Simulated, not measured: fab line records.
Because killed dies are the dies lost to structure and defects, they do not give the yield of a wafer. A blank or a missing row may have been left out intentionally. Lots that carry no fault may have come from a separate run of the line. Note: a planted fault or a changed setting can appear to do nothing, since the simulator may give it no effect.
Which tool was responsible? ; flow n5Finfet ; 21 lots, 63 wafers sampled, at 6 steps of a route of 1938

## WHAT THE GAUGES SHOWED, per wafer
The record holds no reading of a measuring or inspecting step that can be judged against a usual standard deviation.

## WHAT TOOL EACH LOT RAN ON (gives the tool, then ch and the chambers of the sampled wafers, and finally the start)
lot;N5_PMOS_HMC_CHANNEL_EPI_DESCUM_14;N5_FIN_SAQP_DENSIFY_62;N5_FIN_SAQP_HM_OPEN_73;N5_FIN_SAQP_SPACER1_ALD_24;N5_FIN_SAQP_SPACER2_ETCHBACK_29;N5_FIN_SAQP_ETCH_64
L074;rieDiel-03 ch 0,1,2, day 1 17:34;rtpAnneal-02 ch 0, day 1 20:43;rieDiel-05 ch 1,2,3, day 1 21:59;aldSin-01 ch 0,2, day 1 22:52;rieDiel-04 ch 1,2,3, day 2 01:19;rieSi-04 ch 0,1, day 2 01:49
L075;rieDiel-06 ch 0,1,2, day 1 23:33;rtpAnneal-01 ch 0, day 2 02:43;rieDiel-02 ch 1,2, day 2 03:53;aldSin-04 ch 1,3, day 2 04:49;rieDiel-04 ch 0,1,3, day 2 07:14;rieSi-06 ch 0,1,3, day 2 07:45
L076;rieDiel-01 ch 0,1, day 2 05:38;rtpAnneal-02 ch 0, day 2 08:53;rieDiel-04 ch 0,2,3, day 2 10:02;aldSin-04 ch 0,1,2, day 2 11:11;rieDiel-02 ch 1,2, day 2 13:34;rieSi-04 ch 0,1, day 2 14:11
L077;rieDiel-01 ch 1,2,3, day 2 11:16;rtpAnneal-02 ch 0, day 2 14:23;rieDiel-02 ch 0,2, day 2 15:31;aldSin-04 ch 0,1,2, day 2 17:35;rieDiel-04 ch 2,3, day 2 19:53;rieSi-06 ch 1,2,3, day 2 20:23
L078;rieDiel-03 ch 1,2,3, day 2 17:10;rtpAnneal-02 ch 0, day 2 20:17;rieDiel-05 ch 0,2,3, day 2 21:33;aldSin-04 ch 0,2, day 2 22:26;rieDiel-05 ch 2,3, day 3 01:05;rieSi-06 ch 0,2, day 3 01:40
L079;rieDiel-03 ch 0,1,3, day 2 23:16;rtpAnneal-02 ch 0, day 3 02:32;rieDiel-05 ch 0,3, day 3 03:41;aldSin-02 ch 1,2,3, day 3 04:41;rieDiel-02 ch 0,1, day 3 06:57;rieSi-06 ch 1,2, day 3 07:28
L080;rieDiel-03 ch 1,2, day 3 05:32;rtpAnneal-01 ch 0, day 3 08:37;rieDiel-05 ch 0,2,3, day 3 10:01;aldSin-02 ch 1,2,3, day 3 11:32;rieDiel-05 ch 0,2, day 3 13:57;rieSi-04 ch 0,2,3, day 3 14:28
L081;rieDiel-01 ch 0,1,3, day 3 11:15;rtpAnneal-02 ch 0, day 3 14:31;rieDiel-04 ch 2,3, day 3 15:37;aldSin-02 ch 0,3, day 3 16:32;rieDiel-04 ch 0,3, day 3 18:53;rieSi-04 ch 1,3, day 3 19:23
L082;rieDiel-06 ch 0,1,3, day 3 17:11;rtpAnneal-02 ch 0, day 3 20:18;rieDiel-05 ch 0,2, day 3 21:43;aldSin-02 ch 0,2,3, day 3 22:36;rieDiel-02 ch 0,1,2, day 4 01:06;rieSi-04 ch 0,1,3, day 4 01:37
L083;rieDiel-03 ch 0,3, day 3 23:28;rtpAnneal-01 ch 0, day 4 02:36;rieDiel-05 ch 0,1,2, day 4 03:50;aldSin-02 ch 0,1,3, day 4 04:56;rieDiel-02 ch 1,2, day 4 07:23;rieSi-04 ch 0,2, day 4 07:54
L084;rieDiel-01 ch 1,3, day 4 04:55;rtpAnneal-02 ch 0, day 4 08:13;rieDiel-05 ch 1,2, day 4 09:26;aldSin-02 ch 1,2,3, day 4 10:26;rieDiel-04 ch 0,1,2, day 4 12:47;rieSi-04 ch 0,1,3, day 4 13:18
L085;rieDiel-01 ch 1,2, day 4 11:19;rtpAnneal-01 ch 0, day 4 14:52;rieDiel-05 ch 1,3, day 4 15:58;aldSin-04 ch 0,1, day 4 16:54;rieDiel-05 ch 1,3, day 4 19:20;rieSi-04 ch 0,1,3, day 4 19:51
L087;rieDiel-06 ch 0,1, day 4 23:24;rtpAnneal-01 ch 0, day 5 03:31;rieDiel-04 ch 0,2,3, day 5 04:44;aldSin-02 ch 0,1,3, day 5 05:54;rieDiel-02 ch 1,2, day 5 08:13;rieSi-01 ch 1,2, day 5 08:44
L088;rieDiel-06 ch 1,2,3, day 5 05:28;rtpAnneal-01 ch 0, day 5 08:48;rieDiel-02 ch 0,2,3, day 5 09:58;aldSin-04 ch 0,1,2, day 5 10:51;rieDiel-05 ch 0,1,2, day 5 13:12;rieSi-01 ch 0,1,3, day 5 13:43
L089;rieDiel-06 ch 0,3, day 5 11:42;rtpAnneal-02 ch 0, day 5 14:48;rieDiel-04 ch 0,2, day 5 16:20;aldSin-01 ch 0,3, day 5 17:17;rieDiel-05 ch 1,2, day 5 21:09;rieSi-06 ch 1,2,3, day 5 21:46
L090;rieDiel-06 ch 2,3, day 5 17:07;rtpAnneal-01 ch 0, day 5 22:45;rieDiel-02 ch 0,1, day 6 00:03;aldSin-01 ch 0,1, day 6 00:59;rieDiel-05 ch 0,2,3, day 6 03:21;rieSi-06 ch 0,2,3, day 6 03:52
L091;rieDiel-03 ch 0,1,2, day 5 23:32;rtpAnneal-02 ch 0, day 6 02:47;rieDiel-05 ch 0,1,3, day 6 03:55;aldSin-04 ch 1,2, day 6 04:47;rieDiel-02 ch 0,1,2, day 6 07:07;rieSi-06 ch 1,2,3, day 6 07:37
L094;rieDiel-01 ch 0,3, day 6 17:58;rtpAnneal-01 ch 0, day 6 21:44;rieDiel-02 ch 2,3, day 6 22:59;aldSin-04 ch 1,2, day 6 23:53;rieDiel-02 ch 0,1,2, day 7 02:17;rieSi-04 ch 1,2, day 7 02:52
L095;rieDiel-06 ch 1,2,3, day 6 23:24;rtpAnneal-01 ch 0, day 7 02:52;rieDiel-02 ch 1,2,3, day 7 04:02;aldSin-04 ch 1,3, day 7 04:56;rieDiel-04 ch 0,2,3, day 7 07:11;rieSi-06 ch 0,1,3, day 7 07:46
L096;rieDiel-03 ch 1,3, day 7 05:37;rtpAnneal-02 ch 0, day 7 08:47;rieDiel-02 ch 0,1,3, day 7 10:19;aldSin-02 ch 0,2,3, day 7 11:28;rieDiel-05 ch 0,1,3, day 7 13:44;rieSi-04 ch 0,3, day 7 14:14
L097;rieDiel-01 ch 0,2,3, day 7 11:20;rtpAnneal-02 ch 0, day 7 14:25;rieDiel-04 ch 2,3, day 7 15:41;aldSin-04 ch 0,2,3, day 7 16:40;rieDiel-04 ch 1,3, day 7 19:21;rieSi-01 ch 1,2,3, day 7 19:53
- N5_PMOS_HMC_CHANNEL_EPI_DESCUM_14: chemistry O2, time 7.9 s.
- N5_FIN_SAQP_DENSIFY_62: time 60 s.
- N5_FIN_SAQP_HM_OPEN_73: chemistry CHF3/O2, target SiO2, stops on a-Si, target depth 12 nm, time 16.8 s.
- N5_FIN_SAQP_SPACER1_ALD_24: deposits SiO2, target thk 20.3 nm, pulse time 1 s, purge time 2 s.
- N5_FIN_SAQP_SPACER2_ETCHBACK_29: etches SiO2 in CHF3/O2, target depth 12.2 nm, time 6.1 s.
- N5_FIN_SAQP_ETCH_64: etches SiO2 in CF4, target depth 1.5 nm.

## AS READ BY THE TOOLS THEMSELVES (means over the sampled wafers that have a number; for cases with no such wafer, the mark the record gives instead)
N5_PMOS_HMC_CHANNEL_EPI_DESCUM_14. Usual: drypumpMotorCurrentA 5.7 A, standard deviation 0.57; oesProductAu 0.76 a.u., standard deviation 0.074; rfVppV 243.3 V, standard deviation 1.2; showerheadPlenumPTorr 2.11 Torr, standard deviation 0.063; throttleValvePct 20.46 %, standard deviation 0.22.
lot;tool;drypumpMotorCurrentA (A);oesProductAu (a.u.);rfVppV (V);showerheadPlenumPTorr (Torr);throttleValvePct (%);flag
L074;rieDiel-03;6.3;0.69;244.6;2.14;20.48;
L075;rieDiel-06;5.4;0.74;242.5;2.05;20.39;
L076;rieDiel-01;4.9;0.77;243.9;2.14;20.40;
L077;rieDiel-01;5.6;0.79;242.5;2.10;20.37;
L078;rieDiel-03;5.9;0.70;243.3;2.15;20.61;
L079;rieDiel-03;5.9;0.69;244.1;2.17;20.51;
L080;rieDiel-03;6.3;0.69;242.7;2.11;20.61;
L081;rieDiel-01;5.3;0.77;242.4;2.10;20.54;
L082;rieDiel-06;5.7;0.79;243.7;2.10;20.40;
L083;rieDiel-03;5.8;0.71;244.4;2.19;20.57;
L084;rieDiel-01;5.5;0.75;242.0;2.07;20.53;
L085;rieDiel-01;5.6;0.80;244.2;2.12;20.26;
L087;rieDiel-06;5.5;0.75;242.0;2.06;20.47;
L088;rieDiel-06;5.3;0.85;243.4;2.12;20.21;
L089;rieDiel-06;5.9;0.81;243.9;2.13;20.37;
L090;rieDiel-06;5.5;0.87;243.8;2.15;20.16;
L091;rieDiel-03;6.3;0.78;243.8;2.13;20.41;
L094;rieDiel-01;5.4;0.76;243.1;2.07;20.72;
L095;rieDiel-06;5.3;0.82;243.2;2.11;20.23;
L096;rieDiel-03;5.5;0.79;243.8;2.17;20.54;
L097;rieDiel-01;5.7;0.77;242.7;2.07;20.57;

N5_FIN_SAQP_DENSIFY_62. Usual: lampPowerPct 9.85 %, standard deviation 0.057; lamp_zone_3_pct 9.847 %, standard deviation 0.013; wafer_temp_C_max 703.3, standard deviation 0.67.
lot;tool;lampPowerPct (%);lamp_zone_3_pct (%);wafer_temp_C_max;flag
L074;rtpAnneal-02;9.83;9.848;703.3;
L075;rtpAnneal-01;9.83;9.845;702.9;
L076;rtpAnneal-02;9.90;9.848;703.0;
L077;rtpAnneal-02;9.85;9.852;703.4;
L078;rtpAnneal-02;9.87;9.845;703.6;
L079;rtpAnneal-02;9.84;9.854;703.8;
L080;rtpAnneal-01;9.83;9.854;703.6;
L081;rtpAnneal-02;9.80;9.864;703.6;
L082;rtpAnneal-02;9.80;9.863;703.5;
L083;rtpAnneal-01;9.88;9.851;703.2;
L084;rtpAnneal-02;9.89;9.851;703.2;
L085;rtpAnneal-01;9.84;9.844;704.2;
L087;rtpAnneal-01;9.91;9.851;704.7;
L088;rtpAnneal-01;9.84;9.841;703.5;
L089;rtpAnneal-02;9.85;9.839;703.8;
L090;rtpAnneal-01;9.91;9.858;703.2;
L091;rtpAnneal-02;9.84;9.839;703.8;
L094;rtpAnneal-01;9.81;9.840;703.4;
L095;rtpAnneal-01;9.86;9.850;702.9;
L096;rtpAnneal-02;9.82;9.843;703.1;
L097;rtpAnneal-02;9.78;9.841;703.0;

N5_FIN_SAQP_HM_OPEN_73. Usual: drypumpMotorCurrentA 5.8 A, standard deviation 0.48; oes_o_777_au 0.79 a.u., standard deviation 0.1; oesProductAu 0.47 a.u., standard deviation 0.061; rfVppV 525 V, standard deviation 10; showerheadPlenumPTorr 2.43 Torr, standard deviation 0.081; throttleValvePct 18.78 %, standard deviation 0.22.
lot;tool;drypumpMotorCurrentA (A);oes_o_777_au (a.u.);oesProductAu (a.u.);rfVppV (V);showerheadPlenumPTorr (Torr);throttleValvePct (%);flag
L074;rieDiel-05;5.8;0.71;0.42;520;2.38;19.06;
L075;rieDiel-02;5.9;0.93;0.55;514;2.51;18.49;
L076;rieDiel-04;5.8;0.72;0.44;532;2.42;18.72;
L077;rieDiel-02;6.1;0.85;0.51;519;2.47;18.54;
L078;rieDiel-05;5.9;0.70;0.42;517;2.38;19.04;
L079;rieDiel-05;5.4;0.68;0.40;518;2.31;19.03;
L080;rieDiel-05;5.9;0.69;0.42;518;2.38;19.06;
L081;rieDiel-04;6.2;0.75;0.44;527;2.45;18.77;
L082;rieDiel-05;6.3;0.71;0.42;517;2.45;19.08;
L083;rieDiel-05;6.0;0.78;0.46;519;2.41;18.93;
L084;rieDiel-05;6.2;0.79;0.47;518;2.45;19.01;
L085;rieDiel-05;5.3;0.95;0.57;527;2.50;18.67;
L087;rieDiel-04;5.8;0.70;0.42;532;2.41;18.75;
L088;rieDiel-02;5.9;0.77;0.46;531;2.44;18.67;
L089;rieDiel-04;5.6;0.68;0.42;533;2.38;18.82;
L090;rieDiel-02;5.6;0.79;0.48;535;2.35;18.70;
L091;rieDiel-05;5.5;0.92;0.55;523;2.42;18.66;
L094;rieDiel-02;5.8;0.90;0.54;532;2.48;18.45;
L095;rieDiel-02;5.7;0.88;0.53;525;2.47;18.52;
L096;rieDiel-02;5.6;0.84;0.52;536;2.40;18.60;
L097;rieDiel-04;6.0;0.71;0.42;526;2.40;18.91;

N5_FIN_SAQP_SPACER1_ALD_24. Usual: chamberPressureTorr 2.000 Torr, standard deviation 0.0044; heaterPowerW 429 W, standard deviation 34; precursorPulseHeightRel 1.000, standard deviation 0.019.
lot;tool;chamberPressureTorr (Torr);heaterPowerW (W);precursorPulseHeightRel;flag
L074;aldSin-01;2.002;459;1.012;
L075;aldSin-04;1.999;450;1.009;
L076;aldSin-04;2.002;410;1.018;
L077;aldSin-04;1.996;410;0.988;
L078;aldSin-04;2.002;385;0.999;
L079;aldSin-02;1.999;425;1.005;
L080;aldSin-02;1.996;434;0.992;
L081;aldSin-02;1.994;428;1.010;
L082;aldSin-02;2.002;436;0.993;
L083;aldSin-02;2.002;424;0.999;
L084;aldSin-02;2.000;424;0.986;
L085;aldSin-04;2.004;398;1.005;
L087;aldSin-02;1.997;418;1.013;
L088;aldSin-04;2.001;413;0.998;
L089;aldSin-01;2.002;468;0.998;
L090;aldSin-01;2.002;418;1.014;
L091;aldSin-04;1.996;440;1.002;
L094;aldSin-04;2.000;445;1.004;
L095;aldSin-04;2.000;460;1.008;
L096;aldSin-02;1.996;424;0.990;
L097;aldSin-04;2.001;413;0.993;

N5_FIN_SAQP_SPACER2_ETCHBACK_29. Usual: drypumpMotorCurrentA 5.8 A, standard deviation 0.46; oes_o_777_au 0.80 a.u., standard deviation 0.1; oesProductAu 0.80 a.u., standard deviation 0.1; rfVppV 527 V, standard deviation 11; showerheadPlenumPTorr 2.43 Torr, standard deviation 0.077; throttleValvePct 18.82 %, standard deviation 0.2.
lot;tool;drypumpMotorCurrentA (A);oes_o_777_au (a.u.);oesProductAu (a.u.);rfVppV (V);showerheadPlenumPTorr (Torr);throttleValvePct (%);flag
L074;rieDiel-04;5.9;0.73;0.73;528;2.45;18.90;
L075;rieDiel-04;5.7;0.71;0.72;535;2.44;18.80;
L076;rieDiel-02;5.9;0.92;0.90;514;2.51;18.56;
L077;rieDiel-04;6.3;0.75;0.75;527;2.45;18.84;
L078;rieDiel-05;5.6;0.69;0.68;517;2.35;19.15;
L079;rieDiel-02;5.5;0.87;0.88;530;2.40;18.69;
L080;rieDiel-05;6.1;0.70;0.70;518;2.41;19.11;
L081;rieDiel-04;5.6;0.69;0.71;538;2.41;18.70;
L082;rieDiel-02;5.7;0.85;0.86;524;2.43;18.66;
L083;rieDiel-02;5.6;0.90;0.89;517;2.48;18.63;
L084;rieDiel-04;5.4;0.77;0.79;534;2.41;18.76;
L085;rieDiel-05;5.5;0.93;0.94;525;2.43;18.78;
L087;rieDiel-02;5.9;0.87;0.86;514;2.50;18.61;
L088;rieDiel-05;6.0;0.86;0.86;519;2.40;18.90;
L089;rieDiel-05;5.9;0.84;0.83;521;2.40;18.95;
L090;rieDiel-05;5.8;0.86;0.86;521;2.47;18.87;
L091;rieDiel-02;5.7;0.83;0.82;524;2.43;18.69;
L094;rieDiel-02;5.7;0.82;0.82;525;2.42;18.72;
L095;rieDiel-04;5.8;0.69;0.70;532;2.41;18.86;
L096;rieDiel-05;5.5;0.90;0.89;523;2.42;18.76;
L097;rieDiel-04;6.1;0.78;0.79;527;2.46;18.78;

N5_FIN_SAQP_ETCH_64. Usual: drypumpMotorCurrentA 5.6 A, standard deviation 0.38; oesProductAu 0.994 a.u., standard deviation 0.028; throttleValvePct 21.65 %, standard deviation 0.19.
lot;tool;drypumpMotorCurrentA (A);oesProductAu (a.u.);throttleValvePct (%);flag
L074;rieSi-04;6.0;0.992;21.52;
L075;rieSi-06;5.6;0.990;21.68;
L076;rieSi-04;6.0;0.981;21.51;
L077;rieSi-06;5.4;0.998;21.78;
L078;rieSi-06;5.5;0.978;21.59;
L079;rieSi-06;5.3;0.987;21.85;
L080;rieSi-04;5.3;0.995;21.66;
L081;rieSi-04;5.5;0.978;21.47;
L082;rieSi-04;5.6;0.981;21.59;
L083;rieSi-04;5.4;1.002;21.78;
L084;rieSi-04;5.6;0.984;21.59;
L085;rieSi-04;5.5;0.982;21.60;
L087;rieSi-01;5.6;1.025;21.59;
L088;rieSi-01;5.6;0.999;21.72;
L089;rieSi-06;5.5;0.993;21.79;
L090;rieSi-06;5.6;1.001;21.64;
L091;rieSi-06;5.5;1.006;21.79;
L094;rieSi-04;6.1;0.982;21.40;
L095;rieSi-06;5.7;0.993;21.67;
L096;rieSi-04;5.2;0.999;21.78;
L097;rieSi-01;5.7;1.010;21.62;

## THE ANSWER, worked out from the rows above alone
Rule: take the mean of a lot's wafers that have a number; if it is more than 3 standard deviations from the usual mean, the lot is off. A lot without any number at a reading at which 4 lots or more have one is off too. Any other lot the step has rows for is counted as sound. First the gauges in route order, then the tools' own readings, where a lot's mean is used as printed above. The first step at which some lot is off is used, and at that step the reading that is off furthest; a lot without a number counts as furthest.
None of the lots is off at any reading shown; this tells nothing.

## WHAT THE SIMULATOR HAD INSERTED
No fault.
